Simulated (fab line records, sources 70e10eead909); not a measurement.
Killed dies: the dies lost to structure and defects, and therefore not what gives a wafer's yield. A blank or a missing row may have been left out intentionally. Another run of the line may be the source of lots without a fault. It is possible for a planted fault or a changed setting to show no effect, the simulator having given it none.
Chamber matching / flow nandHarc / 4 sister chambers for NHARC_A_CONTACT_ETCH_88 on rieDiel-06
The step etches the open film in CF4, target depth 39 nm, time 65 s. 4 wafers are shown with their chamber, then 11 later ones without.

EACH WAFER AND ITS CHAMBER
wafer=L084.4; chamber=0; showerheadPlenumPTorr (Torr)=1.79
wafer=L086.1; chamber=2; showerheadPlenumPTorr (Torr)=1.86
wafer=L086.4; chamber=3; showerheadPlenumPTorr (Torr)=1.67
wafer=L088.1; chamber=1; showerheadPlenumPTorr (Torr)=1.73

WAFERS WHOSE CHAMBER IS MISSING
wafer=L088.3; showerheadPlenumPTorr (Torr)=1.67
wafer=L088.4; showerheadPlenumPTorr (Torr)=1.79
wafer=L089.3; showerheadPlenumPTorr (Torr)=1.67
wafer=L089.4; showerheadPlenumPTorr (Torr)=1.86
wafer=L089.5; showerheadPlenumPTorr (Torr)=1.73
wafer=L094.2; showerheadPlenumPTorr (Torr)=1.85
wafer=L094.5; showerheadPlenumPTorr (Torr)=1.67
wafer=L094.6; showerheadPlenumPTorr (Torr)=1.79
wafer=L093.2; showerheadPlenumPTorr (Torr)=1.78
wafer=L093.3; showerheadPlenumPTorr (Torr)=1.85
wafer=L093.6; showerheadPlenumPTorr (Torr)=1.67

WHICH CHAMBER EACH ONE RAN IN
wafer=L088.3; from the rows above=3; in truth=3
wafer=L088.4; from the rows above=0; in truth=0
wafer=L089.3; from the rows above=3; in truth=3
wafer=L089.4; from the rows above=2; in truth=2
wafer=L089.5; from the rows above=1; in truth=1
wafer=L094.2; from the rows above=2; in truth=2
wafer=L094.5; from the rows above=3; in truth=3
wafer=L094.6; from the rows above=0; in truth=0
wafer=L093.2; from the rows above=0; in truth=0
wafer=L093.3; from the rows above=2; in truth=2
wafer=L093.6; from the rows above=3; in truth=3
Correct placement for 11 of the 11. Can't be placed from these rows: 0. 0 placed wrongly.
How it was worked out, from the rows above alone: a wafer's distance from a chamber is the root of the sum, over the readings, of the square of ((its reading less the chamber's mean) divided by the reading's scatter). If the next closest chamber is less than 2 further off than the closest, the wafer can't be placed; otherwise it belongs to the closest. Each chamber's mean is taken over the wafers shown for it. The scatter: root of mean squared gap, hidden wafer to nearest shown wafer, with one shown wafer a chamber.
